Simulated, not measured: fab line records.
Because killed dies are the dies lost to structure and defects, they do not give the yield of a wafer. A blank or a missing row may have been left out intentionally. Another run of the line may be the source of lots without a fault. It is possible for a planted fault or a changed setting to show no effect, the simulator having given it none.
fab line records + flow nand_harc
[record]
- lots = 7
- wafers = 19
- last_day = 24
route steps=1159 shown A_ONON_D1@428 END@1159
lots untouched by any fault: they come from a run of this same line in which no faults occurred
start_h: start of the lot's first displayed wafer, in hours after the record's first day + wait_h: time in hours since the lot's previous step + " identical to the entry in the row above + L1.1+2: a single row standing in for several wafers + - either no value or no given start + * or withheld: withheld + < > ~ a bound
route shown NAME@n: names a module that has steps shown in the file, with the first one's number in the route + usual: mean/standard deviation taken from wafers without a fault + same: alike in all rows + chamber/n: place in a boat + sites: the reading at each site + _std_site: standard deviation across them + _edge_site: outer sites' mean less inner sites' + radius_mm: how far each site lies from the wafer's centre + mask NAME#n: copy n + behind: the last tool/chamber to shape the wafer + hold: why the lot went on hold/how many hours it stayed there/how the hold came to an end + device: names the non-switching transistor (n, p or np) + end of line: the tests these same wafers got at the end of their route + where a step has no rows: the recipe by itself + killed: dies that structure and defects cost at the first sort, which is not the same as the wafer's yield + map: shows each die of a wafer: x if killed, . if not, _ if none is there
set.NAME: the setting as run; set.NAME@STEP: as run at that earlier step + model.NAME: the simulator's own value behind a step, which no gauge read
lots at selected steps of the route; one table per step, one row per wafer
services: when a tool's chamber went out of use (start_h, in hours from the record's first day, below 0 if earlier), for how many hours, and the reason
[[steps]]
[step NHARC_A_ONON_D1_DEP_06]
[recipe]
- target_thk_a = 10000
- n2_flow_sccm = 2750
- n2o_flow_sccm = 2000
- nh3_flow_sccm = 500
- sih4_flow_sccm = 210
- temp_c = 400
[step NHARC_A_ONON_D1_THK_MEAS_08]
[recipe]
- thk_meas_gauge = ellipsometry
[usual]
- thk_nm = 998/8.6
| lot.wafer | tool          | chamber | start_h | wait_h | thk_nm |
|-----------|---------------|---------|---------|--------|--------|
| L892.2    | film_metro-02 | -       | 151.19  | -      | 996    |
| L892.3    | "             | -       | "       | "      | 997    |
| L892.6    | "             | -       | "       | "      | 995    |
| L893.1    | film_metro-01 | -       | 179.86  | -      | 983    |
| L893.3    | "             | -       | "       | "      | 982    |
| L893.5    | "             | -       | "       | "      | 980    |
| L900.3    | film_metro-02 | -       | 202.63  | -      | 1009   |
| L900.4    | "             | -       | "       | "      | 1009   |
| L903.4    | film_metro-01 | -       | 243.48  | -      | 993    |
| L903.6    | "             | -       | "       | "      | 995    |
| L907.2    | film_metro-01 | -       | 248.28  | -      | 995    |
| L907.3    | "             | -       | "       | "      | 996    |
| L907.4    | "             | -       | "       | "      | 994    |
| L906.1    | film_metro-02 | -       | 248.29  | -      | 1007   |
| L906.2    | "             | -       | "       | "      | 1005   |
| L906.5    | "             | -       | "       | "      | 1006   |
| L910.2    | film_metro-01 | -       | 265.36  | -      | 999    |
| L910.5    | "             | -       | "       | "      | 1001   |
| L910.6    | "             | -       | "       | "      | 1002   |
[step NHARC_A_ONON_D1_DEP_09]
[recipe]
- target_thk_a = 10000
- n2_flow_sccm = 2750
- n2o_flow_sccm = 2000
- nh3_flow_sccm = 500
- sih4_flow_sccm = 210
- temp_c = 400
[step NHARC_A_ONON_D1_THK_MEAS_11]
[recipe]
- thk_meas_gauge = ellipsometry
[usual]
- thk_nm = 1001/9.1
| lot.wafer | tool          | chamber | start_h | wait_h | thk_nm |
|-----------|---------------|---------|---------|--------|--------|
| L892.2    | film_metro-02 | -       | 151.75  | -      | 991    |
| L892.3    | "             | -       | "       | "      | 990    |
| L892.6    | "             | -       | "       | "      | 989    |
| L893.1    | film_metro-02 | -       | 180.42  | -      | 996    |
| L893.3    | "             | -       | "       | "      | 998    |
| L893.5    | "             | -       | "       | "      | 997    |
| L900.3    | film_metro-01 | -       | 203.19  | -      | 1010   |
| L900.4    | "             | -       | "       | "      | 1008   |
| L903.4    | film_metro-01 | -       | 244.18  | -      | 995    |
| L903.6    | "             | -       | "       | "      | 997    |
| L907.2    | film_metro-01 | -       | 248.85  | -      | 995    |
| L907.3    | "             | -       | "       | "      | 994    |
| L907.4    | "             | -       | "       | "      | 995    |
| L906.1    | film_metro-02 | -       | 248.85  | -      | 1023   |
| L906.2    | "             | -       | "       | "      | 1022   |
| L906.5    | "             | -       | "       | "      | 1023   |
| L910.2    | film_metro-01 | -       | 265.92  | -      | 1007   |
| L910.5    | "             | -       | "       | "      | 1005   |
| L910.6    | "             | -       | "       | "      | 1006   |
[step NHARC_A_ONON_D1_DEP_12]
[recipe]
- target_thk_a = 10000
- n2_flow_sccm = 2750
- n2o_flow_sccm = 2000
- nh3_flow_sccm = 500
- sih4_flow_sccm = 210
- temp_c = 400
[step NHARC_A_ONON_D1_THK_MEAS_14]
[recipe]
- thk_meas_gauge = ellipsometry
[usual]
- thk_nm = 1001/10
| lot.wafer | tool          | chamber | start_h | wait_h | thk_nm |
|-----------|---------------|---------|---------|--------|--------|
| L892.2    | film_metro-01 | -       | 152.34  | -      | 1011   |
| L892.3    | "             | -       | "       | "      | 1011   |
| L892.6    | "             | -       | "       | "      | 1010   |
| L893.1    | film_metro-01 | -       | 180.99  | -      | 1013   |
| L893.3    | "             | -       | "       | "      | 1013   |
| L893.5    | "             | -       | "       | "      | 1014   |
| L900.3    | film_metro-01 | -       | 203.76  | -      | 1001   |
| L900.4    | "             | -       | "       | "      | 1002   |
| L903.4    | film_metro-01 | -       | 244.88  | -      | 1002   |
| L903.6    | "             | -       | "       | "      | 1002   |
| L907.2    | film_metro-01 | -       | 249.42  | -      | 1005   |
| L907.3    | "             | -       | "       | "      | 1003   |
| L907.4    | "             | -       | "       | "      | 1004   |
| L906.1    | film_metro-01 | -       | 249.42  | -      | 996    |
| L906.2    | "             | -       | "       | "      | 998    |
| L906.5    | "             | -       | "       | "      | 997    |
| L910.2    | film_metro-01 | -       | 266.49  | -      | 1008   |
| L910.5    | "             | -       | "       | "      | 1009   |
| L910.6    | "             | -       | "       | "      | 1009   |
[step NHARC_A_ONON_D1_ANNEAL_15]
[recipe]
- temp_c = 750
- time_s = 3600
[step NHARC_A_ONON_D1_DEP_16]
[recipe]
- target_thk_a = 10000
- n2_flow_sccm = 2750
- n2o_flow_sccm = 2000
- nh3_flow_sccm = 500
- sih4_flow_sccm = 210
- temp_c = 400
[step NHARC_A_ONON_D1_THK_MEAS_18]
[recipe]
- thk_meas_gauge = ellipsometry
[usual]
- thk_nm = 1000/7.3
| lot.wafer | tool          | chamber | start_h | wait_h | thk_nm |
|-----------|---------------|---------|---------|--------|--------|
| L892.2    | film_metro-02 | -       | 163.15  | -      | 1004   |
| L892.3    | "             | -       | "       | "      | 1003   |
| L892.6    | "             | -       | "       | "      | 1005   |
| L893.1    | film_metro-02 | -       | 188.17  | -      | 999    |
| L893.3    | "             | -       | "       | "      | 1001   |
| L893.5    | "             | -       | "       | "      | 998    |
| L900.3    | film_metro-02 | -       | 210.84  | -      | 1007   |
| L900.4    | "             | -       | "       | "      | 1004   |
| L903.4    | film_metro-02 | -       | 255.06  | -      | 993    |
| L903.6    | "             | -       | "       | "      | 992    |
| L907.2    | film_metro-01 | -       | 255.35  | -      | 1003   |
| L907.3    | "             | -       | "       | "      | 1002   |
| L907.4    | "             | -       | "       | "      | 1003   |
| L906.1    | film_metro-02 | -       | 255.36  | -      | 995    |
| L906.2    | "             | -       | "       | "      | 996    |
| L906.5    | "             | -       | "       | "      | 995    |
| L910.2    | film_metro-02 | -       | 274.66  | -      | 1009   |
| L910.5    | "             | -       | "       | "      | 1009   |
| L910.6    | "             | -       | "       | "      | 1010   |
[step NHARC_A_ONON_D1_DEP_19]
[recipe]
- target_thk_a = 10000
- n2_flow_sccm = 2750
- n2o_flow_sccm = 2000
- nh3_flow_sccm = 500
- sih4_flow_sccm = 210
- temp_c = 400
[step NHARC_A_ONON_D1_THK_MEAS_21]
[recipe]
- thk_meas_gauge = ellipsometry
[usual]
- thk_nm = 999/9.3
| lot.wafer | tool          | chamber | start_h | wait_h | thk_nm |
|-----------|---------------|---------|---------|--------|--------|
| L892.2    | film_metro-02 | -       | 163.71  | -      | 988    |
| L892.3    | "             | -       | "       | "      | 990    |
| L892.6    | "             | -       | "       | "      | 988    |
| L893.1    | film_metro-02 | -       | 188.72  | -      | 1006   |
| L893.3    | "             | -       | "       | "      | 1007   |
| L893.5    | "             | -       | "       | "      | 1007   |
| L900.3    | film_metro-02 | -       | 211.41  | -      | 992    |
| L900.4    | "             | -       | "       | "      | 992    |
| L903.4    | film_metro-01 | -       | 255.71  | -      | 997    |
| L903.6    | "             | -       | "       | "      | 997    |
| L907.2    | film_metro-02 | -       | 255.92  | -      | 989    |
| L907.3    | "             | -       | "       | "      | 989    |
| L907.4    | "             | -       | "       | "      | 989    |
| L906.1    | film_metro-02 | -       | 256.06  | -      | 1008   |
| L906.2    | "             | -       | "       | "      | 1008   |
| L906.5    | "             | -       | "       | "      | 1005   |
| L910.2    | film_metro-02 | -       | 275.23  | -      | 999    |
| L910.5    | "             | -       | "       | "      | 1001   |
| L910.6    | "             | -       | "       | "      | 999    |
[step NHARC_A_ONON_D1_DEP_22]
[recipe]
- target_thk_a = 10000
- n2_flow_sccm = 2750
- n2o_flow_sccm = 2000
- nh3_flow_sccm = 500
- sih4_flow_sccm = 210
- temp_c = 400
| lot.wafer  | tool          | chamber | start_h | wait_h |
|------------|---------------|---------|---------|--------|
| L892.2+3+6 | pecvd_onon-02 | 0       | 163.82  | 0.1    |
| L893.1+3+5 | pecvd_onon-04 | 0       | 188.78  | 0.1    |
| L900.3+4   | pecvd_onon-04 | 0       | 211.59  | 0.2    |
| L903.4+6   | pecvd_onon-04 | 0       | 255.94  | 0.2    |
| L907.2+3+4 | pecvd_onon-02 | 0       | 256.04  | 0.1    |
| L906.1+2+5 | pecvd_onon-04 | 0       | 256.12  | 0.1    |
| L910.2+5+6 | pecvd_onon-01 | 0       | 275.34  | 0.1    |
[step NHARC_A_ONON_D1_THK_MEAS_24]
[recipe]
- thk_meas_gauge = ellipsometry
[usual]
- thk_nm = 999/11
| lot.wafer | tool          | chamber | start_h | wait_h | thk_nm |
|-----------|---------------|---------|---------|--------|--------|
| L892.2    | film_metro-02 | -       | 164.28  | -      | 987    |
| L892.3    | "             | -       | "       | "      | 990    |
| L892.6    | "             | -       | "       | "      | 989    |
| L893.1    | film_metro-01 | -       | 189.29  | -      | 1006   |
| L893.3    | "             | -       | "       | "      | 1007   |
| L893.5    | "             | -       | "       | "      | 1004   |
| L900.3    | film_metro-02 | -       | 211.99  | -      | 1001   |
| L900.4    | "             | -       | "       | "      | 303    |
| L903.4    | film_metro-02 | -       | 256.28  | -      | 315    |
| L903.6    | "             | -       | "       | "      | 1012   |
| L907.2    | film_metro-01 | -       | 256.48  | -      | 989    |
| L907.3    | "             | -       | "       | "      | 988    |
| L907.4    | "             | -       | "       | "      | 990    |
| L906.1    | film_metro-01 | -       | 256.63  | -      | 293    |
| L906.2    | "             | -       | "       | "      | 989    |
| L906.5    | "             | -       | "       | "      | 990    |
| L910.2    | film_metro-01 | -       | 275.79  | -      | 1006   |
| L910.5    | "             | -       | "       | "      | 1006   |
| L910.6    | "             | -       | "       | "      | 1007   |
[step NHARC_A_ONON_D1_DEP_25]
[recipe]
- target_thk_a = 10000
- n2_flow_sccm = 2750
- n2o_flow_sccm = 2000
- nh3_flow_sccm = 500
- sih4_flow_sccm = 210
- temp_c = 400
[step NHARC_END_SORT_01]
[recipe]
- temp_c = 25
[usual]
- killed_at_array = 29/9.4
- killed_at_other = 0.7/1.3
- killed_at_periphery = 2.9/2.1
- killed_dies = 32/9
- killed_open = 3.3/1.8
- killed_short = 1.9/1.4
[same]
- gross_dies = 677
| lot.wafer | tool      | chamber | start_h | wait_h | killed_at_array | killed_at_other | killed_at_periphery | killed_dies | killed_open | killed_short |
|-----------|-----------|---------|---------|--------|-----------------|-----------------|---------------------|-------------|-------------|--------------|
| L892.2    | prober-02 | 0       | 472.32  | 2.8    | 28              | 0               | 4                   | 32          | 1           | 5            |
| L892.3    | prober-02 | 0       | 473.11  | 3.1    | 28              | 0               | 3                   | 31          | 3           | 0            |
| L892.6    | prober-02 | 0       | 475.46  | 3.9    | 30              | 0               | 4                   | 34          | 3           | 2            |
| L900.4    | prober-02 | 0       | 497.85  | 3.4    | 675             | 0               | 2                   | 677         | 3           | 3            |
| L903.4    | prober-02 | 0       | 521.92  | 3.4    | 675             | 0               | 2                   | 677         | 2           | 1            |
| L903.6    | prober-02 | 0       | 523.52  | 4.0    | 37              | 0               | 0                   | 37          | 3           | 1            |
| L907.2    | prober-01 | 0       | 538.03  | 2.8    | 21              | 3               | 2                   | 26          | 3           | 3            |
| L907.3    | prober-01 | 0       | 538.83  | 3.1    | 12              | 6               | 0                   | 18          | 1           | 0            |
| L907.4    | prober-01 | 0       | 539.63  | 3.4    | 10              | 3               | 2                   | 15          | 1           | 2            |
| L906.1    | prober-02 | 0       | 555.74  | 2.5    | 675             | 0               | 2                   | 677         | 2           | 2            |
| L906.2    | prober-02 | 0       | 556.54  | 2.8    | 46              | 0               | 2                   | 48          | 5           | 0            |
| L906.5    | prober-02 | 0       | 558.93  | 3.7    | 39              | 0               | 2                   | 41          | 1           | 2            |
// killed by level:class
L892.2 A_CHANNEL_HOLE_D1:chamber_film_flake=12 A_SLIT:chamber_film_flake=6 A_M1:geometric_particle:short=2 P_GATE:chamber_film_flake=2 A_STAIRCASE:chamber_film_flake=2 A_CHANNEL_FILL_D1:geometric_particle:short=1 A_SGD_CUT:geometric_particle:short=1 A_BLC:geometric_particle:open=1
L892.3 A_SLIT:chamber_film_flake=12 A_CHANNEL_HOLE_D1:chamber_film_flake=9 A_CONTACT:chamber_film_flake=4 A_CONTACT:geometric_particle:open=2 P_BONDPAD:chamber_film_flake=2 A_SGD_CUT:geometric_particle:open=1 P_GATE:chamber_film_flake=1
L892.6 A_CHANNEL_HOLE_D1:chamber_film_flake=9 A_SLIT:chamber_film_flake=7 A_STAIRCASE:chamber_film_flake=4 P_GATE:chamber_film_flake=3 A_CONTACT:chamber_film_flake=3 A_CHANNEL_HOLE_D1:geometric_particle:open=1 A_SGD_CUT:geometric_particle:open=1 A_CONTACT:geometric_particle:short=1
L900.4 A_ONON_D1:area_dep=653 A_CHANNEL_HOLE_D1:chamber_film_flake=11 A_CONTACT:chamber_film_flake=3 A_ONON_D1:geometric_particle:open=2 A_STAIRCASE:chamber_film_flake=2 P_M0:geometric_particle:open=1 A_SOURCE_PLATE:geometric_particle:short=1 A_SGD_CUT:geometric_particle:short=1
L903.4 A_ONON_D1:area_dep=645 A_SLIT:chamber_film_flake=14 A_CHANNEL_HOLE_D1:chamber_film_flake=10 A_CHANNEL_FILL_D1:chamber_film_flake=2 A_WL_FILL:chamber_film_flake=2 P_CONTACT:geometric_particle:open=1 P_M2:geometric_particle:open=1 A_WL_FILL:geometric_particle:short=1
L903.6 A_SLIT:chamber_film_flake=17 A_CHANNEL_HOLE_D1:chamber_film_flake=14 A_ONON_D1:geometric_particle:open=1 A_CHANNEL_FILL_D1:geometric_particle:open=1 A_SGD_CUT:geometric_particle:open=1 A_WL_FILL:geometric_particle:short=1 A_CHANNEL_FILL_D1:chamber_film_flake=1 A_CONTACT:chamber_film_flake=1
L907.2 A_CONTACT:chamber_film_flake=10 A_CHANNEL_HOLE_D1:chamber_film_flake=6 THIN_TSV:chamber_film_flake=3 P_CONTACT:geometric_particle:short=1 P_CONTACT:geometric_particle:open=1 A_CHANNEL_FILL_D1:geometric_particle:open=1 A_CHANNEL_FILL_D1:geometric_particle:short=1 A_WL_FILL:geometric_particle:short=1
L907.3 THIN_TSV:chamber_film_flake=6 A_CHANNEL_HOLE_D1:chamber_film_flake=5 A_CONTACT:chamber_film_flake=4 A_ZERO_WELL:chamber_film_flake=2 A_WL_FILL:geometric_particle:open=1
L907.4 A_CONTACT:chamber_film_flake=4 THIN_TSV:chamber_film_flake=3 P_BONDPAD:chamber_film_flake=2 A_CHANNEL_HOLE_D1:chamber_film_flake=2 A_CHANNEL_HOLE_D1:geometric_particle:short=1 A_M0:geometric_particle:open=1 A_M0:geometric_particle:short=1 A_CHANNEL_FILL_D1:chamber_film_flake=1
L906.1 A_ONON_D1:area_dep=638 A_SLIT:chamber_film_flake=17 A_CHANNEL_HOLE_D1:chamber_film_flake=15 A_CONTACT:chamber_film_flake=3 P_M0:geometric_particle:open=1 P_M0:geometric_particle:short=1 A_ONON_D1:geometric_particle:open=1 A_M0:geometric_particle:short=1
L906.2 A_SLIT:chamber_film_flake=21 A_CHANNEL_HOLE_D1:chamber_film_flake=13 A_CONTACT:chamber_film_flake=7 P_M0:geometric_particle:open=2 A_CHANNEL_HOLE_D1:geometric_particle:open=1 A_SGD_CUT:geometric_particle:open=1 A_CONTACT:geometric_particle:open=1 A_WL_FILL:chamber_film_flake=1
L906.5 A_SLIT:chamber_film_flake=17 A_CHANNEL_HOLE_D1:chamber_film_flake=12 A_CONTACT:chamber_film_flake=5 A_BLC:chamber_film_flake=2 P_M1:geometric_particle:short=1 A_ONON_D1:geometric_particle:open=1 A_WL_FILL:geometric_particle:short=1 P_M2:chamber_film_flake=1
// map L900.4 (x killed, . not)
____________x____________
_________xxxxxxx_________
_______xxxxxxxxxxx_______
______xxxxxxxxxxxxx______
_____xxxxxxxxxxxxxxx_____
____xxxxxxxxxxxxxxxxx____
____xxxxxxxxxxxxxxxxx____
___xxxxxxxxxxxxxxxxxxx___
___xxxxxxxxxxxxxxxxxxx___
__xxxxxxxxxxxxxxxxxxxxx__
__xxxxxxxxxxxxxxxxxxxxx__
_xxxxxxxxxxxxxxxxxxxxxxx_
_xxxxxxxxxxxxxxxxxxxxxxx_
_xxxxxxxxxxxxxxxxxxxxxxx_
_xxxxxxxxxxxxxxxxxxxxxxx_
_xxxxxxxxxxxxxxxxxxxxxxx_
xxxxxxxxxxxxxxxxxxxxxxxxx
xxxxxxxxxxxxxxxxxxxxxxxxx
xxxxxxxxxxxxxxxxxxxxxxxxx
xxxxxxxxxxxxxxxxxxxxxxxxx
xxxxxxxxxxxxxxxxxxxxxxxxx
_xxxxxxxxxxxxxxxxxxxxxxx_
_xxxxxxxxxxxxxxxxxxxxxxx_
_xxxxxxxxxxxxxxxxxxxxxxx_
_xxxxxxxxxxxxxxxxxxxxxxx_
_xxxxxxxxxxxxxxxxxxxxxxx_
__xxxxxxxxxxxxxxxxxxxxx__
__xxxxxxxxxxxxxxxxxxxxx__
___xxxxxxxxxxxxxxxxxxx___
___xxxxxxxxxxxxxxxxxxx___
____xxxxxxxxxxxxxxxxx____
____xxxxxxxxxxxxxxxxx____
_____xxxxxxxxxxxxxxx_____
______xxxxxxxxxxxxx______
_______xxxxxxxxxxx_______
_________xxxxxxx_________
____________x____________
// map L903.4 (x killed, . not)
____________x____________
_________xxxxxxx_________
_______xxxxxxxxxxx_______
______xxxxxxxxxxxxx______
_____xxxxxxxxxxxxxxx_____
____xxxxxxxxxxxxxxxxx____
____xxxxxxxxxxxxxxxxx____
___xxxxxxxxxxxxxxxxxxx___
___xxxxxxxxxxxxxxxxxxx___
__xxxxxxxxxxxxxxxxxxxxx__
__xxxxxxxxxxxxxxxxxxxxx__
_xxxxxxxxxxxxxxxxxxxxxxx_
_xxxxxxxxxxxxxxxxxxxxxxx_
_xxxxxxxxxxxxxxxxxxxxxxx_
_xxxxxxxxxxxxxxxxxxxxxxx_
_xxxxxxxxxxxxxxxxxxxxxxx_
xxxxxxxxxxxxxxxxxxxxxxxxx
xxxxxxxxxxxxxxxxxxxxxxxxx
xxxxxxxxxxxxxxxxxxxxxxxxx
xxxxxxxxxxxxxxxxxxxxxxxxx
xxxxxxxxxxxxxxxxxxxxxxxxx
_xxxxxxxxxxxxxxxxxxxxxxx_
_xxxxxxxxxxxxxxxxxxxxxxx_
_xxxxxxxxxxxxxxxxxxxxxxx_
_xxxxxxxxxxxxxxxxxxxxxxx_
_xxxxxxxxxxxxxxxxxxxxxxx_
__xxxxxxxxxxxxxxxxxxxxx__
__xxxxxxxxxxxxxxxxxxxxx__
___xxxxxxxxxxxxxxxxxxx___
___xxxxxxxxxxxxxxxxxxx___
____xxxxxxxxxxxxxxxxx____
____xxxxxxxxxxxxxxxxx____
_____xxxxxxxxxxxxxxx_____
______xxxxxxxxxxxxx______
_______xxxxxxxxxxx_______
_________xxxxxxx_________
____________x____________
[[services]]
| tool          | chamber | start_h | hours | kind |
|---------------|---------|---------|-------|------|
| pecvd_onon-01 | -       | 195.04  | 13.0  | pm   |
| pecvd_onon-04 | -       | 237.00  | 13.0  | pm   |
[[key]]
[first_sign]
- step = NHARC_A_ONON_D1_THK_MEAS_24
- reading = thk_nm
- direction = down
- sigmas = 62
- usual = 999
- struck = 304
[effect]
- step = NHARC_END_SORT_01
- reading = killed_dies
- direction = up
- sigmas = 72
- usual = 32
- struck = 677
[more_kills_born_at]
- NHARC_A_ONON_D1_DEP_22@pecvd_onon-04 = 1936
met_at NHARC_A_ONON_D1_DEP_22
struck_wafers L900.4,L903.4,L906.1
later_rows_left_out L900.4,L903.4,L906.1
tester_left_out L900,L903,L906
onset_between 188.78 211.59
[fault]
- kind = process_parameter_drift
- tool = pecvd_onon-04
- chamber = -
- onset_h = 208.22
- steps = NHARC_A_ONON_D1_DEP_22
- channel = target_thk_a
- offset = *
- shape = step
- end_h = 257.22
- scope = struck_wafers_only
- acts_in = *
- stated = *
// tester_left_out: of these lots the tester's yield and bins aren't shown, on N5 and GAA mostly nor the transistor test; their killed dies are dies lost to structure and defects alone, not to doping, threshold or leakage, so they don't give the yield
// later_rows_left_out: the simulator's readings of these wafers behind a module that went badly wrong aren't trusted and aren't shown, but for the sort
